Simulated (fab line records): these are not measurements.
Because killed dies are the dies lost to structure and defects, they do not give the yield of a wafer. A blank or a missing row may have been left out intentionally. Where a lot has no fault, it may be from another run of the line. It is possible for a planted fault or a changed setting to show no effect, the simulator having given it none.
8D (eight disciplines) problem report, filled in by code | flow nand harc | the parts of the form that need people (team, actions taken, sign-off) are left out

## 1. WHAT IS WRONG
Wafers without a fault read 3.9, standard deviation 2.7; killed at periphery at NHARC_END_SORT_01 reads a mean of 620.8 on 6 wafers belonging to 2 lots. That is +99 or more standard deviations from the usual mean.
First observed at day 28 06:49: wafer L742.1, on prober-02. The record has a number at this step for 6 wafers belonging to 2 lots. The rule behind "out" and "out of limits": a value lying over 4 standard deviations away from the usual mean. The rest of the wafers with a number are treated as sound.

## 2. WHAT IT IS AND WHAT IT IS NOT
question                    | is                               | is not
which readings at this step | killed at periphery, killed dies | killed at array, killed at other, killed open, killed short
which lots                  | L742, L744                       | -
which wafers of those lots  | all that have a number           | -
read on which gauges        | prober-01, prober-02             | -
when                        | from day 28 06:49                | up to then (0 sound wafers)

## 3. THE SUSPECTS, EACH WITH WHAT RULES IT OUT
Counting: a tool at any process step up to the reading remains a suspect when it ran all the lots that are out and ran no sound lot after the first of those.
- the gauge at NHARC_END_SORT_01: ruled out. The wafers that are out were read on 2 gauges (prober-01, prober-02).
- krf scanner-01 at NHARC_P_ZERO_WELL_EXPOSE_21 (exposes mask P NWELL, target cd 720 nm): kept. It ran every lot that is out, first L742 (day 5 16:11), and no sound lot after that.
The count leaves krf scanner-01 at NHARC_P_ZERO_WELL_EXPOSE_21.

## 4. THE CAUSE (what the simulator had put in)
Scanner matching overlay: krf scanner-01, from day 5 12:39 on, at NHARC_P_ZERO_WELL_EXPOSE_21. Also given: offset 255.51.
This tool alone remained once counting was done.

## 5. THE EFFECT CHAIN, in route order
Each row: a reading whose mean over the struck wafers that have a number lies more than 3 standard deviations from the usual. Readings are gone through only where the record gives a usual standard deviation; hours: the median, over the lots, of the time from a lot's start at the first step in this table giving one to that lot's start at this step; sigmas: the change measured in usual standard deviations.
hours | step              | reading             | usual | on struck wafers | change | sigmas
0     | NHARC_END_SORT_01 | killed at periphery | 3.9   | 620.8            | +616.9 | +99 or more
0     | NHARC_END_SORT_01 | killed dies         | 57    | 677              | +620   | +39

## 6. WHAT WOULD HAVE CAUGHT IT SOONER
In this record the first reading out of limits at a measuring or inspecting step was taken at day 28 06:49, 546 hours after the fault began at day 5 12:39.
Each of the lots that are out, 2 in all, had begun NHARC_P_ZERO_WELL_EXPOSE_21 on krf scanner-01 no later than day 28 06:49. Tool hold at that time: it would have spared none of them.
